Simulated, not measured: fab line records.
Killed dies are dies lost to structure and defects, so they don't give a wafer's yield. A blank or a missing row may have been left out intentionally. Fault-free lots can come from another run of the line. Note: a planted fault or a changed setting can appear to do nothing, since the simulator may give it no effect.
Chamber matching    flow n5-finfet    N5_HKMG_FIN_STRIP_34 on rie-diel-01: 4 sister chambers
The step strips in CF4. 4 wafers are shown with their chamber, then 8 later ones without.

== EACH WAFER AND ITS CHAMBER ==
wafer   chamber  showerhead-plenum-p-Torr (Torr)
L084.4  3        1.78
L085.1  2        1.77
L085.6  1        1.80
L095.1  0        1.76

== WAFERS WITHOUT THEIR CHAMBER ==
wafer   showerhead-plenum-p-Torr (Torr)
L095.3  1.79
L095.4  1.79
L096.1  1.78
L096.3  1.76
L096.4  1.76
L097.2  1.76
L097.4  1.79
L097.5  1.77

== EACH ONE'S CHAMBER ==
wafer   from the rows above           in truth
L095.3  can't be placed: 1 or 3 or 2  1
L095.4  can't be placed: 1 or 3 or 2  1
L096.1  can't be placed: 3 or 2       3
L096.3  can't be placed: 0 or 2       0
L096.4  can't be placed: 0 or 2       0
L097.2  can't be placed: 0 or 2       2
L097.4  can't be placed: 1 or 3 or 2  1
L097.5  can't be placed: 2 or 0 or 3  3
0 of 8 placed correctly. Unplaceable from these rows: 8, with the true chamber sitting among the candidates in 8. 0 placed wrongly.
How it was worked out, from the rows above alone: a wafer's distance from a chamber is the root of the sum, over the readings, of the square of ((its reading less the chamber's mean) divided by the reading's scatter). If the next closest chamber is less than 2 further off than the closest, the wafer can't be placed; otherwise it belongs to the closest. A chamber's mean is the mean of its shown wafers. The scatter: root of mean squared gap, hidden wafer to nearest shown wafer, with one shown wafer a chamber.
